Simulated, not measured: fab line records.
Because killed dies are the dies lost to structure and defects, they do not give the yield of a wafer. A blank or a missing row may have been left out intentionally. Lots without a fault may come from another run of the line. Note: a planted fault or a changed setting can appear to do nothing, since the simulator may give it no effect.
Struck lot and sound lot, side by side | flow n5Finfet | 38 steps out of a route of 1938
Sound: these wafers, L710.2, L710.4, L710.6. Struck: wafer L714.3; the same lot's L714.4 was not struck, so it is left out; see the end for the cause.
For every step that has rows: the tool of each side, followed by ch and its chambers, followed by its first start. Under that, the readings that differ: sound wafers | struck wafers | difference of the means | sigmas: that difference in standard deviations of wafers without a fault.
alike: readings whose means differ by less than 2 such deviations, and words and numbers that are the same on both sides. not compared: withheld readings, readings that some wafer has no value for, bounds like >300 that may hide the same value, and numbers for which the record gives no deviation and whose values overlap.
A row with sigmas, a row that says differs or no value, or rows on one side alone: a step with any of these is where the two part. Numbers that don't overlap but have no deviation are shown without sigmas and don't part them. Lack of a reading on every wafer of one side parts them only where that side has two or more wafers.

first, 9 steps without rows for these wafers: N5_BEOL_M4_ANNEAL_95 (time 240 s); N5_BEOL_M4_SPUTTER_96 (material Cu, target thk 4.5 nm, time 8.29 s); N5_BEOL_M4_ECD_50 (material Cu, target thk 300 nm); N5_BEOL_M4_ANNEAL_51 (time 90 s); N5_BEOL_M4_CMP_52 (polishes, stops on SiOC, t overpolish 6.8 s, target thk 40 nm); N5_BEOL_M4_PRE_CLEAN_60 (time 15 s); N5_BEOL_M4_CO_CAP_55 (material Co, precursor CCTBA/H2, target thk 2 nm, time 102.1 s); N5_BEOL_M4_PRE_CLEAN_56 (time 15 s); N5_BEOL_M4_DEP_57 (deposits SiCN from 3MS/NH3, target thk 8 nm, time 14 s).
N5_BEOL_M4_RC_MEAS_101:
  sound on prober-01 ch 0, day 10 03:56; struck on prober-01 ch 0, day 11 07:36
  alike: DIBL_N, DIBL_P, IOFF_N, IOFF_P, ION_N, ION_P, SS_N, SS_P, VT_N, VT_P
then, 24 steps without rows for these wafers: N5_BEOL_M5_ILD_DEP_00 (deposits SiCOH lowk from DEMS/porogen, target thk 140.64 nm, time 25.9 s); N5_BEOL_M5_CURE_79 (cures SiCOH lowk, time 240 s); N5_BEOL_M5_PECVD_70 (deposits SiO2 from TEOS/O2, target thk 16 nm, time 18 s); N5_BEOL_M5_HM_DEP_02 (deposits TiN, target thk 20 nm); N5_BEOL_M5_COAT_59 (time 60 s, resist thk 60 nm); N5_BEOL_M5_COAT_60 (time 60 s, resist thk 12 nm); N5_BEOL_M5_COAT_71 (time 60 s, resist thk 5 nm); N5_BEOL_M5_COAT_05 (resist thk 30 nm); N5_BEOL_M5_EBR_07; N5_BEOL_M5_SOFTBAKE_06 (time 60 s); N5_BEOL_M5_EXPOSE_08 (exposes mask M5, target cd 28 nm); N5_BEOL_M5_PEB_09 (peb time 60 s); N5_BEOL_M5_DEVELOP_10 (develop time 30 s); N5_BEOL_M5_DESCUM_16 (chemistry O2, time 7 s); N5_BEOL_M5_ETCH_72 (etches underlayer in N2/H2, target depth 6.5 nm, time 5.2 s); N5_BEOL_M5_ETCH_61 (etches SiARC in CF4, target depth 15.6 nm, time 26 s); N5_BEOL_M5_ETCH_62 (etches SOC in N2/H2, target depth 75 nm, overetch 15 nm, time 112.5 s); N5_BEOL_M5_STRIP_63 (strips in N2/H2); N5_BEOL_M5_STRIP_73 (strips in N2/H2); N5_BEOL_M5_STRIP_64 (strips in CF4); N5_BEOL_M5_HM_OPEN_17 (chemistry Cl2/BCl3, target TiN, target depth 20 nm, overetch 6 nm); N5_BEOL_M5_STRIP_19 (strips in O2); N5_BEOL_M5_COAT_65 (time 60 s, resist thk 60 nm); N5_BEOL_M5_COAT_66 (time 60 s, resist thk 12 nm).
N5_BEOL_M6_HM_OPEN_17: chemistry Cl2/BCl3, target TiN, target depth 20 nm, overetch 6 nm.
  sound on rieMetal-02 ch 0,1, day 10 19:49; struck on rieMetal-02 ch 0, day 11 20:39
reading                                 | sound            | struck | difference | sigmas
model.SOC_of_BEOL_M6_COAT_59.thkNm (nm) | 92.6 92.2 91.6   | 95     | +3         | 
model.etch.depthNm (nm)                 | 19.8 19.99 19.89 | 17.37  | -2.52      | 
  alike: drypumpMotorCurrentA, oesProductAu, throttleValvePct
  not compared: rfHoursCounterH
N5_BEOL_M6_VIA_ETCH_34: etches SiCOH lowk in C4F6/O2, target depth 126.3 nm, time 50.9 s.
  sound on rieDiel-06 ch 0,1,3, day 10 20:41; struck on rieDiel-06 ch 3, day 11 21:41
reading             | sound          | struck | difference | sigmas
oesProductAu (a.u.) | 1.03 0.80 0.80 | 0.54   | -0.34      | -4
  alike: drypumpMotorCurrentA, rfVppV, showerheadPlenumPTorr, throttleValvePct
  not compared: rfHoursCounterH
N5_BEOL_M6_OCD_MEAS_38:
  sound on ocd-02 at day 10 20:56; struck on ocd-01 at day 11 21:56
reading            | sound           | struck | difference | sigmas
trenchDepthNm (nm) | 100.7 93.2 93.0 | 45.2   | -50.4      | -21
-- record jumps: 4 days separate the struck wafers' starts on either side; left off in module BEOL_M6, taken up again in module PASSIVATION, whose first shown step is the route's number 1936 --
N5_PASSIVATION_PROBE_49:
  rows exist in the record for the struck wafers here (prober-02, day 15 22:27), but not for the sound ones

## WHERE THEY PART
At N5_BEOL_M6_VIA_ETCH_34 first; at N5_PASSIVATION_PROBE_49 last (within this record only).

WHY: whatever the simulator had introduced
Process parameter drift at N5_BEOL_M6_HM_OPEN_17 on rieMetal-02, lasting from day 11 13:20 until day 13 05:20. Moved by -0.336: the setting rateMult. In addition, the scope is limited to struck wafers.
